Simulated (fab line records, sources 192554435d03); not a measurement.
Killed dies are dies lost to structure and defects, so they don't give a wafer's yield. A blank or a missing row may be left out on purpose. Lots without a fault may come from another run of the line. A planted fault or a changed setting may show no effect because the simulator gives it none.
Chamber matching | flow n5_finfet | N5_DUMMY_GATE_TRIM_49 on rie_si-04: 4 sister chambers
The step chemistry O2, time 29 s, target cd 14 nm. 8 wafers are shown with their chamber, then 10 later ones without.

WAFERS WITH THEIR CHAMBER
wafer  | chamber | throttle_valve_pct (%) | oes_product_au (a.u.)
L084.4 | 1       | 8.34                   | 0.987
L086.3 | 0       | 8.12                   | 1.019
L086.4 | 2       | 8.22                   | 1.008
L087.1 | 1       | 8.34                   | 0.984
L087.2 | 3       | 8.28                   | 0.999
L087.5 | 0       | 8.11                   | 1.021
L089.2 | 2       | 8.20                   | 0.999
L089.3 | 3       | 8.27                   | 0.985

WAFERS WITHOUT THEIR CHAMBER
wafer  | throttle_valve_pct (%) | oes_product_au (a.u.)
L089.5 | 8.23                   | 1.007
L091.2 | 8.21                   | 1.000
L091.5 | 8.22                   | 0.999
L091.6 | 8.11                   | 1.011
L092.1 | 8.34                   | 0.976
L092.2 | 8.22                   | 1.003
L092.5 | 8.11                   | 1.014
L097.1 | 8.35                   | 0.995
L097.3 | 8.22                   | 1.015
L097.6 | 8.22                   | 1.008

WHICH CHAMBER EACH WENT THROUGH
wafer  | from the rows above | in truth
L089.5 | 2                   | 2
L091.2 | 2                   | 2
L091.5 | 2                   | 2
L091.6 | 0                   | 0
L092.1 | 1                   | 1
L092.2 | 2                   | 2
L092.5 | 0                   | 0
L097.1 | 1                   | 1
L097.3 | 2                   | 2
L097.6 | 2                   | 2
Placed correctly: 10 of 10. Can't be placed from these rows: 0. Placed wrongly: 0.
How it was worked out, from the rows above alone: a wafer's distance from a chamber is the root of the sum, over the readings, of the square of ((its reading less the chamber's mean) divided by the reading's scatter). The wafer belongs to the nearest chamber; if the next one is less than 2 further off, it can't be placed. A chamber's mean is the mean of its shown wafers. The scatter: the root of (the sum of the squares of (reading less its chamber's mean) over the shown wafers, divided by (wafers less chambers)).
